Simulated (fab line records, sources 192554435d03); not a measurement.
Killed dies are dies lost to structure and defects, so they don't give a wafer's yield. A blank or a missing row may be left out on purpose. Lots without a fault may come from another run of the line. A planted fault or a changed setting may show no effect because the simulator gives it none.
Split-lot experiment | flow n5_finfet | 7 lots, 21 wafers read, on a route of 1938 steps

THE SPLIT
At N5_PASSIVATION_EXPOSE_07 (exposes mask TV, defocus 0 nm, target cd 3000 nm), the setting dose_mj was moved away from the recipe's 22.75 on 7 of the 21 wafers read, by -5.8% to +3.3%. The other wafers ran this setting at the recipe's value.

FROM THE SPLIT TO THE READING: what the file shows between them, 3 steps
- N5_PASSIVATION_PEB_08
- N5_PASSIVATION_DEVELOP_09: develop time 60 s
- N5_PASSIVATION_HARDBAKE_11: time 120 s

THE READING
cd_nm, in nm, at N5_PASSIVATION_CD_MEAS_10 (target cd 3000 nm). Fault-free wafers of this fab line usually give 2999.4 nm, standard deviation 2.9 nm.

wafer  | tool, chamber at the split | dose_mj as run | against the recipe | cd_nm, nm | against lot-mates on the recipe
L074.1 | krf_scanner-01, 0          | 22.75          | recipe             | 2997.4    | -
L074.2 | krf_scanner-01, 0          | 22.75          | recipe             | 2999.8    | -
L074.3 | krf_scanner-01, 0          | 21.8           | -4.2%              | 2987.4    | -11.2
L079.2 | krf_scanner-02, 0          | 22.75          | recipe             | 2999.8    | -
L079.4 | krf_scanner-02, 0          | 22.75          | recipe             | 2997.8    | -
L079.6 | krf_scanner-02, 0          | 22.75          | recipe             | 2996.9    | -
L083.2 | krf_scanner-01, 0          | 21.56          | -5.2%              | 2992.3    | -7.5
L083.3 | krf_scanner-01, 0          | 22.75          | recipe             | 3001.2    | -
L083.4 | krf_scanner-01, 0          | 22.75          | recipe             | 2998.4    | -
L087.4 | krf_scanner-02, 0          | 22.28          | -2.1%              | 2993.2    | -3.6
L087.5 | krf_scanner-02, 0          | 22.28          | -2.1%              | 2993.5    | -3.3
L087.6 | krf_scanner-02, 0          | 22.75          | recipe             | 2996.8    | -
L092.1 | krf_scanner-01, 0          | 22.75          | recipe             | 2999.5    | -
L092.3 | krf_scanner-01, 0          | 21.42          | -5.8%              | 2985.3    | -11.9
L092.4 | krf_scanner-01, 0          | 22.75          | recipe             | 2995.0    | -
L094.3 | krf_scanner-02, 0          | 23.5           | +3.3%              | 3008.0    | +4.7
L094.5 | krf_scanner-02, 0          | 22.75          | recipe             | 3003.3    | -
L094.6 | krf_scanner-02, 0          | 23.5           | +3.3%              | 3005.2    | +1.9
L095.1 | krf_scanner-01, 0          | 22.75          | recipe             | 3002.1    | -
L095.3 | krf_scanner-01, 0          | 22.75          | recipe             | 2999.5    | -
L095.4 | krf_scanner-01, 0          | 22.75          | recipe             | 3003.0    | -

THE FIT
A straight line over all 21 wafers: cd_nm changes by +2.19 nm for each +1% of dose_mj; r = +0.90; the points scatter about the line by 2.5 nm.
The same after taking each lot's own level away (the mean of its wafers on the recipe; 21 wafers): +1.71 nm for each +1%; r = +0.91; scatter 1.8 nm.
On that fit, the largest move of dose_mj shifts the reading by 10 nm.
The lots' own levels span 2996.80 to 3003.30 nm, that is 2.2 times the standard deviation above.
So the lot-to-lot level changes the slope: the two fits differ.
Check: with one of the wafers moved furthest among these (-5.8%) left out of the fit, the line predicts -9.68 nm for it against its lot-mates. It came out at -11.9 nm against them.

OTHER SPLITS ON THESE WAFERS
These wafers also went through other splits before the reading. Each is held against what the fit with the lots' levels taken away leaves over:
other split on the same wafers    | wafers away from the commonest value | r with cd_nm (lot level and that fit taken away)
N5_BEOL_M14_TRENCH_ETCH_34 time_s | 7                                    | -0.03

THE FILE'S OWN FIT
cd_nm changes by +1.85 nm for each +1% of dose_mj, r = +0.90.
